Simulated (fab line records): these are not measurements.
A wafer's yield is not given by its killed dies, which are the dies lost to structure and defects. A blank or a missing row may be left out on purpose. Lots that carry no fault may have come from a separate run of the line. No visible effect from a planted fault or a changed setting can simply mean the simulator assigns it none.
Matching of chambers || flow nand-harc || NHARC_P_GATE_ALD_36 on ald-sin-04 has 4 sister chambers
The step deposits SiNx, target thk 20 nm, pulse time 60 s, ald cycles 223. 4 wafers are shown with their chamber, then 7 later ones without.

## EACH WAFER AND ITS CHAMBER
{"wafer": "L078.3", "chamber": 0, "heater-power-outer-w (W)": 416}
{"wafer": "L080.5", "chamber": 1, "heater-power-outer-w (W)": 581}
{"wafer": "L085.1", "chamber": 2, "heater-power-outer-w (W)": 546}
{"wafer": "L085.3", "chamber": 3, "heater-power-outer-w (W)": 495}

## WAFERS WHOSE CHAMBER IS MISSING
{"wafer": "L085.6", "heater-power-outer-w (W)": 433}
{"wafer": "L092.1", "heater-power-outer-w (W)": 496}
{"wafer": "L092.3", "heater-power-outer-w (W)": 518}
{"wafer": "L092.4", "heater-power-outer-w (W)": 575}
{"wafer": "L095.2", "heater-power-outer-w (W)": 448}
{"wafer": "L095.6", "heater-power-outer-w (W)": 578}
{"wafer": "L095.5", "heater-power-outer-w (W)": 493}

## THE CHAMBER EACH PASSED THROUGH
{"wafer": "L085.6", "from the rows above": 0, "in truth": 0}
{"wafer": "L092.1", "from the rows above": 3, "in truth": 3}
{"wafer": "L092.3", "from the rows above": "can't be placed: 3 or 2", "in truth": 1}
{"wafer": "L092.4", "from the rows above": "can't be placed: 1 or 2", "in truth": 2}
{"wafer": "L095.2", "from the rows above": "can't be placed: 0 or 3", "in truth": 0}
{"wafer": "L095.6", "from the rows above": "can't be placed: 1 or 2", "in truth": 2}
{"wafer": "L095.5", "from the rows above": 3, "in truth": 3}
Correct placement for 3 of the 7. Can't be placed from these rows: 4 (the true chamber is among the candidates in 3). Number placed wrongly: 0.
How it was worked out, from the rows above alone: a wafer's distance from a chamber is the root of the sum, over the readings, of the square of ((its reading less the chamber's mean) divided by the reading's scatter). If the next closest chamber is less than 2 further off than the closest, the wafer can't be placed; otherwise it belongs to the closest. Each chamber's mean is taken over the wafers shown for it. The scatter (one wafer shown for each chamber): square how far every hidden wafer sits from the nearest shown wafer, average those squares and take the square root.
